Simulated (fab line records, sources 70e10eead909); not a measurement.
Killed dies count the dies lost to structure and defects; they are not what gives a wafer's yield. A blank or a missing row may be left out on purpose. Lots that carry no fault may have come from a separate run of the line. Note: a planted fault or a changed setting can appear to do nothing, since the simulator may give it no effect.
fab line records	flow nand-harc
record: lots: 24	wafers: 72	last-day: 33
route steps=1302 shown A_CHANNEL_FILL_D1@513 A_DECK1_JOINT@528 A_CHANNEL_HOLE_D2@608 A_CHANNEL_FILL_D2@616 A_STAIRCASE@652
lots that met no fault: taken from a fault-free run of the same line
start-h: start of the lot's first displayed wafer, in hours after the record's first day	wait-h: time in hours since the lot's previous step	" as in the row above	L1.1+2: a single row standing in for several wafers	- no value present, or no start provided	* or withheld: withheld	< > ~ a bound
route shown NAME@n: names a module that has steps shown in the file, with the first one's number in the route	usual: mean and standard deviation over wafers with no fault	same: alike in all rows	chamber/n: place in a boat	sites: readings site by site	_std_site: their standard deviation	_edge_site: the outer-site mean with the inner-site mean subtracted	radius-mm: for every site, how far away it sits from the centre of the wafer	mask NAME#n: copy n	behind: the most recent tool/chamber to have shaped the wafer	hold: cause of the lot's hold/its duration in hours/its outcome	device: which transistor (n, p or np) failed to switch	end of line: the tests these same wafers got at the end of their route	a step without rows: its recipe alone	killed: dies lost to structure and defects at the first sort, not the wafer's yield	map: dies across one wafer; x = killed, . = not, _ = none there
set.NAME: the setting that was run; set.NAME@STEP: the one run at that earlier step	model.NAME: the simulator's own value behind a step, which no gauge read
a sample of lots followed through the steps of the route, with each step as a table and each wafer as a row
services: from which hour (start-h, from the record's first day; less than 0 if before it) a tool's chamber was out of use, for how many hours, and why
== steps ==
step: NHARC_A_CHANNEL_FILL_D1_CMP_10
recipe: target-thk-nm: 150
usual: motor-current-A: 12.6/1.8	time-to-endpoint-s: 15.0/2.4
lot.wafer	tool	chamber	start-h	wait-h	motor-current-A	time-to-endpoint-s
L074.4	cmp-03	0	238.83	0.4	16.2	16.3
L074.6	"	3	"	"	10.5	15.6
L074.5	"	0	"	"	16.4	13.7
L076.1	cmp-03	0	248.08	0.4	15.7	16.7
L076.4	"	1	"	"	11.5	13.2
L076.5	"	0	"	"	16.2	14.3
L075.3	cmp-02	2	248.15	0.5	11.6	15.5
L075.2	"	1	"	"	12.7	10.1
L075.6	"	3	"	"	12.8	19.0
L077.2	cmp-03	0	268.64	0.4	16.5	16.3
L077.4	"	1	"	"	10.4	13.4
L077.5	"	0	"	"	16.6	16.2
L078.4	cmp-03	0	274.50	0.4	16.6	17.2
L078.1	"	1	"	"	11.1	12.4
L078.5	"	0	"	"	16.2	15.1
L079.2	cmp-04	2	280.95	0.4	15.2	15.9
L079.3	"	3	"	"	11.3	17.1
L079.1	"	0	"	"	12.5	15.1
L080.2	cmp-03	0	294.97	0.4	16.5	12.1
L080.6	"	1	"	"	11.5	12.3
L080.5	"	2	"	"	11.7	13.1
L081.1	cmp-02	0	310.43	0.4	13.3	21.1
L081.5	"	0	"	"	13.1	19.4
L081.6	"	1	"	"	13.3	18.1
L082.1	cmp-03	0	314.32	0.4	16.3	10.7
L082.4	"	1	"	"	10.5	11.2
L082.6	"	3	"	"	11.3	12.7
L083.2	cmp-03	1	326.42	0.4	11.5	11.8
L083.3	"	2	"	"	11.4	13.7
L083.5	"	0	"	"	16.5	13.0
L084.3	cmp-03	0	345.50	0.4	16.7	15.8
L084.2	"	1	"	"	10.6	11.8
L084.6	"	3	"	"	11.0	13.3
L085.1	cmp-02	3	353.72	0.4	13.1	18.5
L085.4	"	0	"	"	12.9	17.6
L085.3	"	2	"	"	11.8	17.8
L086.3	cmp-03	1	353.72	0.4	11.2	9.3
L086.4	"	2	"	"	11.4	14.4
L086.1	"	0	"	"	15.2	14.6
L087.4	cmp-03	2	363.97	0.4	11.0	12.9
L087.6	"	0	"	"	16.6	17.1
L087.5	"	1	"	"	11.1	12.6
L088.4	cmp-03	0	389.04	0.4	15.7	16.5
L088.2	"	1	"	"	11.0	10.7
L088.5	"	3	"	"	11.5	13.0
L090.1	cmp-04	2	395.36	0.4	13.9	17.9
L090.2	"	3	"	"	11.0	14.4
L090.6	"	0	"	"	12.1	16.8
L089.4	cmp-03	2	401.51	0.4	11.6	16.0
L089.2	"	0	"	"	15.8	13.9
L089.6	"	1	"	"	11.4	13.0
L091.1	cmp-04	2	409.49	0.4	13.9	14.9
L091.2	"	0	"	"	12.0	14.6
L091.6	"	2	"	"	13.9	16.9
L092.3	cmp-04	1	425.67	0.4	13.7	19.2
L092.4	"	3	"	"	11.2	16.9
L092.5	"	1	"	"	13.9	19.1
L093.4	cmp-03	3	428.82	0.4	10.8	13.8
L093.3	"	2	"	"	11.5	15.3
L093.5	"	0	"	"	16.0	17.2
L094.1	cmp-04	1	428.84	0.4	14.4	15.4
L094.2	"	3	"	"	10.9	13.2
L094.6	"	0	"	"	12.2	13.9
L096.1	cmp-02	3	448.63	0.4	12.2	18.3
L096.3	"	1	"	"	12.3	13.1
L096.6	"	3	"	"	12.9	17.4
L095.2	cmp-04	0	448.65	0.4	11.6	13.1
L095.6	"	3	"	"	11.4	13.4
L095.5	"	0	"	"	11.9	14.4
L097.3	cmp-04	3	462.76	0.4	11.4	16.9
L097.4	"	1	"	"	13.6	15.8
L097.6	"	0	"	"	11.5	15.8
step: NHARC_A_DECK1_JOINT_THK_MEAS_14
recipe: thk-meas-gauge: ellipsometry
usual: thk-nm: 50.7/1.5
lot.wafer	tool	chamber	start-h	wait-h	thk-nm
L074.4	film-metro-02	-	249.86	0.2	50.8
L074.5	"	-	"	"	52.8
L074.6	"	-	"	"	51.3
L076.1	film-metro-02	-	260.65	0.2	49.9
L076.4	"	-	"	"	52.5
L076.5	"	-	"	"	48.7
L075.2	film-metro-01	-	260.65	0.2	46.5
L075.3	"	-	"	"	50.0
L075.6	"	-	"	"	50.2
L077.2	film-metro-02	-	281.50	0.2	52.8
L077.4	"	-	"	"	49.6
L077.5	"	-	"	"	50.7
L078.1	film-metro-01	-	285.35	0.2	51.0
L078.4	"	-	"	"	51.7
L078.5	"	-	"	"	50.2
L079.1	film-metro-02	-	291.95	0.2	51.4
L079.2	"	-	"	"	53.8
L079.3	"	-	"	"	50.3
L080.2	film-metro-01	-	305.76	0.2	49.7
L080.5	"	-	"	"	51.3
L080.6	"	-	"	"	51.6
L081.1	film-metro-01	-	321.50	0.2	48.7
L081.5	"	-	"	"	49.6
L081.6	"	-	"	"	50.0
L082.1	film-metro-02	-	325.39	0.2	49.7
L082.4	"	-	"	"	48.6
L082.6	"	-	"	"	49.1
L083.2	film-metro-02	-	337.41	0.2	51.2
L083.3	"	-	"	"	50.2
L083.5	"	-	"	"	51.7
L084.2	film-metro-01	-	363.64	0.2	49.5
L084.3	"	-	"	"	52.4
L084.6	"	-	"	"	48.3
L086.1	film-metro-01	-	366.15	0.2	49.2
L086.3	"	-	"	"	49.1
L086.4	"	-	"	"	47.8
L085.1	film-metro-02	-	366.15	0.2	53.6
L085.3	"	-	"	"	52.8
L085.4	"	-	"	"	49.0
L087.4	film-metro-01	-	374.99	0.2	49.9
L087.5	"	-	"	"	52.6
L087.6	"	-	"	"	52.4
L090.1	film-metro-02	-	414.50	0.2	50.6
L090.2	"	-	"	"	50.4
L090.6	"	-	"	"	48.9
L088.2	film-metro-01	-	414.50	0.2	50.6
L088.4	"	-	"	"	52.5
L088.5	"	-	"	"	50.3
L089.2	film-metro-02	-	414.50	0.2	51.0
L089.4	"	-	"	"	50.3
L089.6	"	-	"	"	51.4
L091.1	film-metro-01	-	420.50	0.2	47.4
L091.2	"	-	"	"	51.9
L091.6	"	-	"	"	49.4
L092.3	film-metro-01	-	439.59	0.2	50.1
L092.4	"	-	"	"	51.4
L092.5	"	-	"	"	50.6
L093.3	film-metro-02	-	439.61	0.2	52.8
L093.4	"	-	"	"	50.6
L093.5	"	-	"	"	49.8
L094.1	film-metro-01	-	439.61	0.2	50.4
L094.2	"	-	"	"	51.8
L094.6	"	-	"	"	51.0
L096.1	film-metro-02	-	459.69	0.2	52.5
L096.3	"	-	"	"	50.5
L096.6	"	-	"	"	52.1
L095.2	film-metro-01	-	459.69	0.2	53.7
L095.5	"	-	"	"	49.0
L095.6	"	-	"	"	49.5
L097.3	film-metro-02	-	473.65	0.2	49.4
L097.4	"	-	"	"	49.3
L097.6	"	-	"	"	49.9
step: NHARC_A_CHANNEL_HOLE_D2_XSEM_32
recipe: landing-energy-ev: 35000
usual: bot-cd-nm: 74.1/1.7	bow-nm: 8.70/0.27	tilt-deg: 0.07/0.041
lot.wafer	tool	chamber	start-h	wait-h	bot-cd-nm	bow-nm	tilt-deg
L074.4	xsem-02	0	301.32	0.1	75.4	8.42	0.03
L074.5	"	0	"	"	74.5	8.37	0.03
L074.6	"	0	"	"	75.7	8.45	0.03
L076.1	xsem-02	0	308.17	0.1	75.1	8.94	0.05
L076.4	"	0	"	"	76.9	8.89	0.05
L076.5	"	0	"	"	75.8	8.87	0.05
L075.2	xsem-01	0	308.86	0.1	71.9	8.49	0.10
L075.3	"	0	"	"	71.1	8.47	0.10
L075.6	"	0	"	"	72.2	8.44	0.10
L077.2	xsem-01	0	331.19	0.1	74.4	8.87	0.04
L077.4	"	0	"	"	73.1	8.93	0.04
L077.5	"	0	"	"	74.2	8.99	0.04
L078.1	xsem-01	0	343.18	0.1	72.9	8.88	0.04
L078.4	"	0	"	"	73.3	8.76	0.04
L078.5	"	0	"	"	72.3	8.78	0.04
L079.1	xsem-02	0	345.20	0.1	74.9	8.94	0.14
L079.2	"	0	"	"	73.6	9.02	0.13
L079.3	"	0	"	"	74.0	8.97	0.14
L080.2	xsem-01	0	354.28	0.1	75.5	8.70	0.02
L080.5	"	0	"	"	77.0	8.78	0.02
L080.6	"	0	"	"	75.7	8.76	0.02
L082.1	xsem-01	0	372.10	0.1	76.4	8.48	0.12
L082.4	"	0	"	"	75.5	8.51	0.12
L082.6	"	0	"	"	76.1	8.57	0.12
L081.1	xsem-02	0	372.25	0.1	77.4	8.84	0.10
L081.5	"	0	"	"	76.4	8.81	0.10
L081.6	"	0	"	"	74.0	8.85	0.10
L083.2	xsem-01	0	391.15	0.1	74.7	8.86	0.03
L083.3	"	0	"	"	75.3	8.90	0.03
L083.5	"	0	"	"	73.3	8.82	0.03
L086.1	xsem-02	0	408.72	0.1	73.6	8.55	0.10
L086.3	"	0	"	"	74.5	8.54	0.10
L086.4	"	0	"	"	72.2	8.51	0.09
L085.1	xsem-01	0	408.74	0.1	74.2	8.65	0.11
L085.3	"	0	"	"	73.0	8.61	0.11
L085.4	"	0	"	"	72.8	8.65	0.11
L084.2	xsem-01	0	412.92	0.1	75.1	8.41	0.12
L084.3	"	0	"	"	74.3	8.39	0.12
L084.6	"	0	"	"	73.8	8.50	0.12
L087.4	xsem-02	0	427.79	0.1	70.3	8.71	0.03
L087.5	"	0	"	"	71.9	8.69	0.03
L087.6	"	0	"	"	72.2	8.71	0.03
L088.2	xsem-02	0	462.76	0.1	76.0	8.77	0.08
L088.4	"	0	"	"	76.3	8.77	0.08
L088.5	"	0	"	"	75.2	8.78	0.08
L089.2	xsem-01	0	465.82	0.1	74.3	8.41	0.04
L089.4	"	0	"	"	76.1	8.44	0.04
L089.6	"	0	"	"	72.5	8.44	0.04
L090.1	xsem-02	0	466.91	0.1	72.8	8.68	0.15
L090.2	"	0	"	"	77.2	8.63	0.15
L090.6	"	0	"	"	74.9	8.59	0.15
L091.1	xsem-01	0	473.81	0.1	73.2	9.01	0.06
L091.2	"	0	"	"	73.6	8.94	0.06
L091.6	"	0	"	"	75.1	8.94	0.06
L093.3	xsem-02	0	483.72	0.1	78.3	8.62	0.02
L093.4	"	0	"	"	74.1	8.61	0.02
L093.5	"	0	"	"	72.9	8.59	0.02
L094.1	xsem-01	0	485.98	0.1	75.2	9.23	0.08
L094.2	"	0	"	"	72.6	9.24	0.08
L094.6	"	0	"	"	72.1	9.41	0.08
L092.3	xsem-02	0	487.89	0.1	72.2	8.12	0.06
L092.4	"	0	"	"	73.6	8.19	0.06
L092.5	"	0	"	"	72.7	8.13	0.06
L095.2	xsem-01	0	504.07	0.1	71.3	8.33	0.06
L095.5	"	0	"	"	71.7	8.22	0.06
L095.6	"	0	"	"	71.5	8.28	0.06
L096.1	xsem-02	0	504.36	0.1	77.7	8.66	0.02
L096.3	"	0	"	"	73.7	8.70	0.02
L096.6	"	0	"	"	76.4	8.72	0.02
L097.3	xsem-02	0	519.93	0.1	74.2	9.15	0.13
L097.4	"	0	"	"	72.6	9.16	0.13
L097.6	"	0	"	"	76.5	9.30	0.13
step: NHARC_A_CHANNEL_FILL_D2_ALD_16
recipe: target-thk-a: 15	pulse-time-s: 10	ald-cycles: 15	temp-c: 300	material: SiO2
usual: heater-power-outer-w: 252/25	heater-power-w: 450/46	precursor-pulse-height-rel: 0.995/0.021
lot.wafer	tool	chamber	start-h	wait-h	heater-power-outer-w	heater-power-w	precursor-pulse-height-rel
L074.4	ald-hk-02	2	315.08	0.1	259	490	0.966
L074.6	"	0	"	"	235	460	0.999
L074.5	"	1	"	"	274	432	1.036
L076.1	ald-hk-01	0	320.64	0.0	254	448	0.977
L076.4	"	3	"	"	212	407	0.999
L076.5	"	1	"	"	274	536	0.977
L075.2	ald-hk-04	0	320.67	0.1	203	371	0.996
L075.3	"	2	"	"	263	481	0.995
L075.6	"	3	"	"	258	402	1.010
L077.2	ald-hk-02	3	343.65	0.1	245	405	0.989
L077.4	"	0	"	"	241	460	0.994
L077.5	"	3	"	"	235	406	0.999
L079.2	ald-hk-01	0	355.76	0.1	261	434	0.979
L079.1	"	1	"	"	270	538	0.964
L079.3	"	3	"	"	213	404	0.961
L078.1	ald-hk-01	2	355.95	0.3	248	462	1.019
L078.4	"	3	"	"	226	412	0.991
L078.5	"	2	"	"	244	456	1.004
L080.2	ald-hk-04	3	366.99	0.1	256	406	0.991
L080.6	"	1	"	"	282	508	0.995
L080.5	"	2	"	"	259	488	0.982
L082.1	ald-hk-04	2	386.53	0.1	263	488	1.005
L082.4	"	0	"	"	201	385	1.041
L082.6	"	1	"	"	275	508	0.990
L081.1	ald-hk-01	0	386.59	0.1	267	444	1.012
L081.6	"	1	"	"	276	529	0.994
L081.5	"	2	"	"	245	459	1.000
L083.3	ald-hk-01	3	405.15	0.0	214	418	0.997
L083.2	"	1	"	"	275	537	1.045
L083.5	"	3	"	"	211	390	0.999
L085.3	ald-hk-02	1	422.22	0.0	282	445	1.004
L085.1	"	2	"	"	262	503	1.051
L085.4	"	0	"	"	237	439	0.976
L086.4	ald-hk-04	2	422.23	0.0	262	499	0.984
L086.1	"	0	"	"	201	380	0.966
L086.3	"	1	"	"	277	499	1.015
L084.3	ald-hk-04	0	425.48	0.1	207	388	0.996
L084.2	"	2	"	"	256	485	0.987
L084.6	"	0	"	"	206	378	0.964
L087.4	ald-hk-02	2	442.51	2.3	273	497	1.013
L087.5	"	0	"	"	225	447	0.990
L087.6	"	1	"	"	277	456	0.966
L088.4	ald-hk-04	1	475.28	0.1	285	493	1.031
L088.2	"	2	"	"	252	458	1.006
L088.5	"	0	"	"	203	379	1.041
L089.2	ald-hk-02	1	478.28	0.0	274	456	1.018
L089.4	"	0	"	"	234	448	0.972
L089.6	"	1	"	"	277	453	0.982
L090.1	ald-hk-04	2	478.29	0.0	253	481	0.958
L090.2	"	3	"	"	274	410	1.016
L090.6	"	2	"	"	252	456	0.984
L091.1	ald-hk-02	3	486.34	0.1	228	393	0.984
L091.2	"	1	"	"	276	462	0.952
L091.6	"	2	"	"	272	486	1.004
L093.3	ald-hk-04	0	497.37	1.2	203	387	0.966
L093.4	"	2	"	"	251	474	0.961
L093.5	"	3	"	"	270	421	1.000
L094.1	ald-hk-04	3	497.54	1.4	257	426	0.992
L094.2	"	1	"	"	287	505	0.972
L094.6	"	3	"	"	270	420	0.969
L092.4	ald-hk-04	3	500.36	0.0	261	413	0.981
L092.3	"	0	"	"	209	388	0.966
L092.5	"	0	"	"	208	391	0.988
L096.1	ald-hk-02	3	517.19	0.1	228	388	0.971
L096.3	"	1	"	"	276	462	0.959
L096.6	"	2	"	"	269	500	1.020
L095.2	ald-hk-04	0	517.19	0.1	202	384	0.993
L095.6	"	3	"	"	262	406	1.004
L095.5	"	0	"	"	208	388	0.983
L097.4	ald-hk-04	3	532.54	0.1	267	425	1.014
L097.3	"	0	"	"	204	404	1.006
L097.6	"	2	"	"	254	464	1.042
step: NHARC_A_CHANNEL_FILL_D2_ETCHBACK_08
recipe: target-depth-a: 2200	time-s: 110	c4f8-flow-sccm: 20	ar-flow-sccm: withheld	rf-w: 600	bias-w: 300	chemistry: C4F8
usual: oes-product-au: 0.96/0.036	rf-vpp-V: 440/3.2
same: time-s: 110
lot.wafer	tool	chamber	start-h	wait-h	oes-product-au	rf-hours-counter-h	rf-vpp-V
L074.4	rie-diel-09	3	-	-	1.00	0.3	444
L074.5	"	2	"	"	1.02	-	443
L074.6	"	3	"	"	1.01	-	445
L075.3	rie-diel-10	1	-	-	0.94	2.5	440
L075.2	"	2	"	"	0.93	2.2	438
L075.6	"	3	"	"	0.92	-	437
L076.1	rie-diel-09	1	-	-	0.99	0.4	437
L076.4	"	3	"	"	1.01	0.4	445
L076.5	"	1	"	"	1.00	-	438
L077.2	rie-diel-10	2	-	-	0.93	2.9	437
L077.4	"	0	"	"	0.94	3.1	445
L077.5	"	1	"	"	0.94	-	440
L079.1	rie-diel-09	1	-	-	0.94	1.0	439
L079.2	"	2	"	"	0.94	1.1	443
L079.3	"	0	"	"	0.93	1.1	438
L078.1	rie-diel-13	3	-	-	1.00	5.5	443
L078.5	"	3	"	"	1.01	-	443
L078.4	"	1	"	"	1.01	-	443
L080.2	rie-diel-09	3	-	-	0.99	1.6	445
L080.5	"	0	"	"	1.00	-	437
L080.6	"	1	"	"	1.01	-	438
L081.1	rie-diel-10	1	-	-	0.94	4.1	439
L081.5	"	0	"	"	0.94	-	445
L081.6	"	1	"	"	0.94	-	439
L082.4	rie-diel-13	1	-	-	1.00	12.9	443
L082.1	"	3	"	"	1.00	13.2	443
L082.6	"	1	"	"	1.00	-	442
L083.3	rie-diel-09	0	-	-	0.92	2.6	437
L083.2	"	3	"	"	0.93	2.5	445
L083.5	"	1	"	"	0.94	-	437
L084.3	rie-diel-10	0	-	-	0.95	0.8	445
L084.2	"	1	"	"	0.92	0.9	439
L084.6	"	3	"	"	0.93	-	436
L085.4	rie-diel-09	1	-	-	0.92	3.4	437
L085.3	"	2	"	"	0.93	3.4	444
L085.1	"	0	"	"	0.92	3.3	436
L086.3	rie-diel-10	3	-	-	0.96	0.9	438
L086.1	"	0	"	"	0.96	0.9	445
L086.4	"	1	"	"	0.93	0.9	440
L087.4	rie-diel-09	2	-	-	0.93	3.6	445
L087.6	"	1	"	"	0.94	-	438
L087.5	"	2	"	"	0.93	-	444
L088.2	rie-diel-10	2	-	-	1.00	2.6	438
L088.4	"	3	"	"	0.99	3.3	437
L088.5	"	2	"	"	0.99	-	438
L090.1	rie-diel-10	3	-	-	0.93	3.4	439
L090.2	"	0	"	"	0.93	3.2	443
L090.6	"	3	"	"	0.94	-	437
L089.4	rie-diel-10	3	-	-	1.02	3.5	436
L089.2	"	0	"	"	1.02	3.3	445
L089.6	"	1	"	"	1.01	-	441
L091.2	rie-diel-10	3	-	-	0.94	3.5	439
L091.1	"	0	"	"	0.93	3.4	444
L091.6	"	1	"	"	0.94	-	439
L094.1	rie-diel-10	3	-	-	0.94	3.7	438
L094.2	"	1	"	"	0.94	3.5	439
L094.6	"	0	"	"	0.95	-	445
L092.3	rie-diel-09	3	-	-	1.01	0.3	446
L092.4	"	0	"	"	1.00	0.3	437
L092.5	"	3	"	"	1.00	-	446
L093.3	rie-diel-10	3	-	-	0.96	3.7	437
L093.5	"	1	"	"	0.95	-	441
L093.4	"	3	"	"	0.96	-	437
L095.2	rie-diel-10	0	-	-	0.93	4.6	444
L095.6	"	2	"	"	0.99	-	438
L095.5	"	3	"	"	0.93	-	438
L096.1	rie-diel-09	1	-	-	0.99	0.7	438
L096.3	"	0	"	"	1.01	-	438
L096.6	"	1	"	"	1.01	-	437
L097.4	rie-diel-10	1	-	-	1.01	5.0	441
L097.3	"	3	"	"	1.01	5.4	438
L097.6	"	1	"	"	1.00	-	441
step: NHARC_A_STAIRCASE_ETCH_170
recipe: target-depth-a: 2000	time-s: 66.667	ion-energy-ev: 250	c4f6-flow-sccm: 25	o2-flow-sccm: 20	ar-flow-sccm: 500	rf-w: 600	bias-w: 500	chemistry: C4F6/O2
usual: drypump-motor-current-A: 5.4/0.46	oes-product-au: 0.976/0.014	rf-vpp-V: 548.0/2.7	showerhead-plenum-p-Torr: 3.98/0.13	throttle-valve-pct: 26.903/0.0092
same: time-s: 66.667
lot.wafer	tool	chamber	start-h	wait-h	drypump-motor-current-A	oes-product-au	rf-hours-counter-h	rf-vpp-V	showerhead-plenum-p-Torr	throttle-valve-pct
L074.4	rie-diel-08	1	-	-	5.7	0.978	45	541.6	3.65	26.901
L074.6	"	0	"	"	5.3	0.975	-	546.2	3.91	26.898
L074.5	"	1	"	"	5.7	0.974	-	540.6	3.64	26.920
L076.4	rie-diel-05	3	-	-	5.8	0.988	37	548.7	4.00	26.920
L076.1	"	2	"	"	5.9	0.987	33	547.2	3.96	26.893
L076.5	"	3	"	"	5.8	0.988	-	547.5	4.00	26.909
L075.2	rie-diel-02	3	-	-	5.2	0.977	45	543.9	3.80	26.883
L075.3	"	0	"	"	4.9	0.969	45	549.2	4.08	26.912
L075.6	"	2	"	"	5.7	0.986	-	546.8	3.97	26.890
L077.4	rie-diel-05	2	-	-	5.9	0.991	39	546.4	3.96	26.889
L077.2	"	0	"	"	4.7	0.974	44	550.9	4.17	26.901
L077.5	"	3	"	"	5.7	0.985	-	548.1	4.00	26.891
L079.3	rie-diel-08	3	-	-	5.9	0.993	3	547.1	3.94	26.909
L079.2	"	0	"	"	5.3	0.995	4	547.3	3.91	26.893
L079.1	"	2	"	"	5.1	0.994	3	547.4	3.98	26.897
L078.4	rie-diel-08	2	-	-	5.0	1.004	4	548.3	3.98	26.904
L078.1	"	3	"	"	5.9	1.006	4	547.9	3.93	26.911
L078.5	"	1	"	"	5.7	0.985	-	552.7	4.22	26.920
L080.2	rie-diel-08	3	-	-	6.0	0.965	10	548.0	3.93	26.925
L080.6	"	2	"	"	5.1	0.969	-	549.2	3.98	26.915
L080.5	"	3	"	"	5.9	0.955	-	546.7	3.93	26.900
L082.1	rie-diel-08	2	-	-	5.0	0.993	14	548.2	3.98	26.897
L082.4	"	3	"	"	5.9	0.973	16	546.8	3.93	26.895
L082.6	"	2	"	"	5.0	1.000	-	547.9	3.98	26.896
L081.1	rie-diel-02	0	-	-	4.9	0.971	3	547.5	4.07	26.888
L081.6	"	2	"	"	5.7	0.985	-	547.8	3.95	26.903
L081.5	"	3	"	"	5.1	0.977	-	544.6	3.79	26.892
L083.2	rie-diel-02	1	-	-	6.0	0.952	14	551.3	4.14	26.909
L083.3	"	0	"	"	4.9	0.965	11	550.6	4.06	26.914
L083.5	"	1	"	"	6.1	0.938	-	550.9	4.14	26.895
L086.4	rie-diel-08	1	-	-	5.7	0.975	23	550.8	4.21	26.900
L086.1	"	2	"	"	5.0	0.994	24	549.0	3.97	26.912
L086.3	"	0	"	"	5.3	0.985	25	546.7	3.90	26.899
L084.3	rie-diel-02	2	-	-	5.7	0.985	20	547.0	3.94	26.878
L084.2	"	3	"	"	5.1	0.977	21	545.8	3.78	26.905
L084.6	"	0	"	"	4.9	0.953	-	549.0	4.06	26.893
L085.3	rie-diel-08	3	-	-	5.9	0.972	27	548.5	3.92	26.922
L085.1	"	0	"	"	5.3	0.980	25	545.7	3.90	26.912
L085.4	"	2	"	"	5.0	0.991	24	548.2	3.97	26.903
L087.4	rie-diel-05	2	-	-	5.9	0.983	17	548.3	3.94	26.913
L087.6	"	0	"	"	4.7	0.973	-	552.0	4.15	26.905
L087.5	"	1	"	"	4.7	0.975	-	546.3	3.88	26.896
L088.4	rie-diel-02	2	-	-	5.7	0.978	39	547.5	3.93	26.894
L088.2	"	1	"	"	6.0	0.973	36	550.8	4.13	26.910
L088.5	"	3	"	"	5.1	0.974	-	542.7	3.78	26.891
L090.1	rie-diel-08	0	-	-	5.3	0.985	41	546.9	3.89	26.887
L090.2	"	2	"	"	5.0	0.994	40	549.0	3.96	26.910
L090.6	"	0	"	"	5.2	0.977	-	546.9	3.89	26.890
L089.4	rie-diel-02	1	-	-	6.1	0.975	36	551.5	4.13	26.907
L089.2	"	0	"	"	4.9	0.970	33	548.8	4.05	26.901
L089.6	"	1	"	"	6.1	0.974	-	552.2	4.13	26.910
L091.2	rie-diel-02	3	-	-	5.1	0.974	34	543.4	3.77	26.917
L091.1	"	1	"	"	6.1	0.958	39	551.1	4.13	26.890
L091.6	"	0	"	"	4.9	0.944	-	547.6	4.05	26.910
L094.1	rie-diel-08	2	-	-	5.0	1.007	45	548.0	3.96	26.897
L094.2	"	1	"	"	5.7	0.972	41	551.9	4.20	26.895
L094.6	"	3	"	"	5.9	0.998	-	547.5	3.91	26.914
L092.4	rie-diel-05	1	-	-	4.7	0.981	35	547.4	3.87	26.902
L092.3	"	2	"	"	6.0	0.988	35	547.8	3.93	26.914
L092.5	"	0	"	"	4.7	0.982	-	551.2	4.14	26.901
L093.3	rie-diel-05	0	-	-	4.7	0.950	27	550.7	4.14	26.906
L093.4	"	2	"	"	6.0	0.966	36	547.9	3.93	26.901
L093.5	"	0	"	"	4.7	0.957	-	552.0	4.14	26.894
L095.2	rie-diel-02	3	-	-	5.1	0.979	48	543.6	3.77	26.894
L095.6	"	3	"	"	5.1	0.978	-	544.0	3.77	26.891
L095.5	"	0	"	"	4.9	0.961	-	550.5	4.04	26.905
L096.1	rie-diel-02	0	-	-	4.9	0.950	53	548.9	4.04	26.903
L096.3	"	1	"	"	6.1	0.946	54	549.1	4.12	26.910
L096.6	"	0	"	"	4.9	0.949	-	549.2	4.04	26.900
L097.4	rie-diel-08	2	-	-	5.0	0.978	4	547.3	3.95	26.905
L097.3	"	0	"	"	5.2	0.965	6	546.4	3.88	26.901
L097.6	"	2	"	"	5.0	0.978	-	547.0	3.95	26.909
== services ==
tool	chamber	start-h	hours	kind
rie-diel-09	0	217.04	7.0	repair
rie-diel-08	1	217.85	18.7	repair
rie-diel-02	-	218.34	9.0	pm
rie-diel-10	-	242.50	9.0	pm
ald-hk-04	-	254.00	10.0	pm
cmp-03	-	260.00	4.0	pm
rie-diel-08	0	275.45	3.4	repair
rie-diel-08	2	276.88	22.1	repair
rie-diel-10	2	279.55	5.3	repair
rie-diel-10	2	351.92	5.6	repair
cmp-03	-	358.78	4.0	pm
rie-diel-08	-	370.35	9.0	pm
cmp-03	-	372.73	4.5	repair
xsem-01	-	374.00	14.0	pm
rie-diel-10	1	410.69	2.6	repair
rie-diel-10	-	419.50	9.0	pm
rie-diel-08	3	427.00	1.3	repair
rie-diel-10	2	435.30	12.2	repair
cmp-03	-	456.78	4.0	pm
rie-diel-10	1	469.00	2.4	repair
rie-diel-10	2	480.33	6.2	repair
rie-diel-10	2	519.01	21.2	repair
rie-diel-08	-	547.36	9.0	pm
cmp-03	-	554.78	4.0	pm
== key ==
fault none
